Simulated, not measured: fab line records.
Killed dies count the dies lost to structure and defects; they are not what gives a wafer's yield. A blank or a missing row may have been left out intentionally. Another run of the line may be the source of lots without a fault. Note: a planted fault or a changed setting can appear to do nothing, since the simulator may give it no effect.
Which tool is to blame?    flow n5_finfet    24 lots with 72 wafers sampled at 2 steps, on a route of 1938 steps

## WHAT THE GAUGES SHOWED, per wafer
N5_BEOL_M9_CD_MEAS_28 targets a cd of 70 nm. Usual: cd_nm 70.11 nm, standard deviation 0.3.
lot   measured      on         cd_nm (nm)         flag
L074  day 9 23:37   cd_sem-01  70.04 70.38 70.08  
L075  day 10 06:26  cd_sem-01  70.35 69.56 69.94  
L076  day 10 06:49  cd_sem-01  70.14 69.57 70.40  
L077  day 10 15:31  cd_sem-01  69.90 70.42 69.90  
L078  day 11 01:13  cd_sem-03  69.90 69.58 69.68  
L079  day 11 08:36  cd_sem-03  69.74 70.12 70.27  
L081  day 11 19:23  cd_sem-03  70.14 70.69 70.37  
L080  day 12 17:21  cd_sem-01  69.80 70.29 70.51  
L083  day 12 19:23  cd_sem-01  69.90 70.16 70.61  
L082  day 13 05:26  cd_sem-01  70.23 70.34 70.32  
L085  day 13 09:38  cd_sem-01  70.74 70.11 70.37  
L086  day 13 18:44  cd_sem-03  69.99 70.43 70.47  
L087  day 13 18:47  cd_sem-02  70.12 70.39 70.19  
L084  day 14 00:06  cd_sem-01  70.44 70.63 70.23  
L089  day 14 14:06  cd_sem-02  70.13 69.74 69.77  
L088  day 14 21:01  cd_sem-03  70.00 69.92 69.92  
L091  day 14 23:14  cd_sem-02  70.59 70.76 70.77  
L094  day 15 03:16  cd_sem-02  70.73 70.38 70.09  
L090  day 15 14:43  cd_sem-03  70.63 70.26 69.68  
L096  day 15 20:38  cd_sem-03  70.22 70.16 69.95  
L093  day 15 22:46  cd_sem-03  70.14 70.06 70.49  
L092  day 15 22:49  cd_sem-01  69.90 69.81 69.83  
L095  day 16 04:54  cd_sem-02  70.15 69.90 70.16  
L097  day 16 12:29  cd_sem-03  69.65 70.27 70.18  

N5_BEOL_M9_OVL_MEAS_29. Usual: V8_OVL typically reads -0.2 nm, with standard deviation 0.72.
lot   measured      on          V8_OVL (nm)     flag
L074  day 9 23:38   overlay-01  0.5 0.3 -0.3    
L075  day 10 06:28  overlay-02  -0.1 0.3 0.8    
L076  day 10 06:52  overlay-01  0.0 0.4 -0.3    
L077  day 10 15:34  overlay-02  -0.2 -0.1 0.2   
L078  day 11 01:15  overlay-02  -0.7 0.5 -0.5   
L079  day 11 08:38  overlay-02  -0.6 0.4 0.6    
L081  day 11 19:25  overlay-01  -0.3 -0.7 -1.0  
L080  day 12 17:23  overlay-01  -0.2 -1.1 -1.2  
L083  day 12 19:25  overlay-01  0.0 -0.3 -0.7   
L082  day 13 05:28  overlay-02  -0.4 -0.4 0.0   
L085  day 13 09:40  overlay-02  0.8 1.7 0.9     
L086  day 13 18:46  overlay-01  0.2 -0.7 -0.5   
L087  day 13 18:49  overlay-02  0.9 -0.7 -0.9   
L084  day 14 00:08  overlay-01  -1.2 -0.1 0.0   
L089  day 14 14:09  overlay-01  -0.4 0.6 -0.4   
L088  day 14 21:03  overlay-01  0.5 0.9 0.2     
L091  day 14 23:16  overlay-02  -0.6 -1.6 -0.4  
L094  day 15 03:18  overlay-01  -1.4 -0.9 -0.4  
L090  day 15 14:44  overlay-01  0.6 0.8 -0.3    
L096  day 15 20:40  overlay-02  0.2 -0.1 -0.5   
L093  day 15 22:49  overlay-02  1.4 0.5 0.4     
L092  day 15 22:52  overlay-01  -0.5 0.2 -0.2   
L095  day 16 04:56  overlay-02  -0.5 -0.7 -0.5  
L097  day 16 12:31  overlay-02  0.6 0.3 -0.6    

## WHICH TOOL RAN EACH LOT (tool, then ch and the chambers of the sampled wafers, then the start)
The record shows no process step preceding these readings.

## WHAT THE TOOLS THEMSELVES READ (means of the sampled wafers that have a number; where no wafer has one, the mark that the record gives instead)
The record holds no such reading with a usual standard deviation.

## THE ANSWER, worked out from the rows above alone
Rule: lot off if the mean of its wafers having a number is beyond 3 standard deviations from the usual mean. A lot without any number at a reading at which 4 lots or more have one is off too. The other lots that the step has rows for count as sound. After the gauges, taken in route order, come the tools' own readings; for these a lot's mean is taken, as printed above. At the first step where some lot is off, the reading lying furthest off is the one used; lots without a number count as furthest.
Across all readings shown, no lot is off: no conclusion can be drawn from this.

## WHAT THE SIMULATOR HAD INSERTED
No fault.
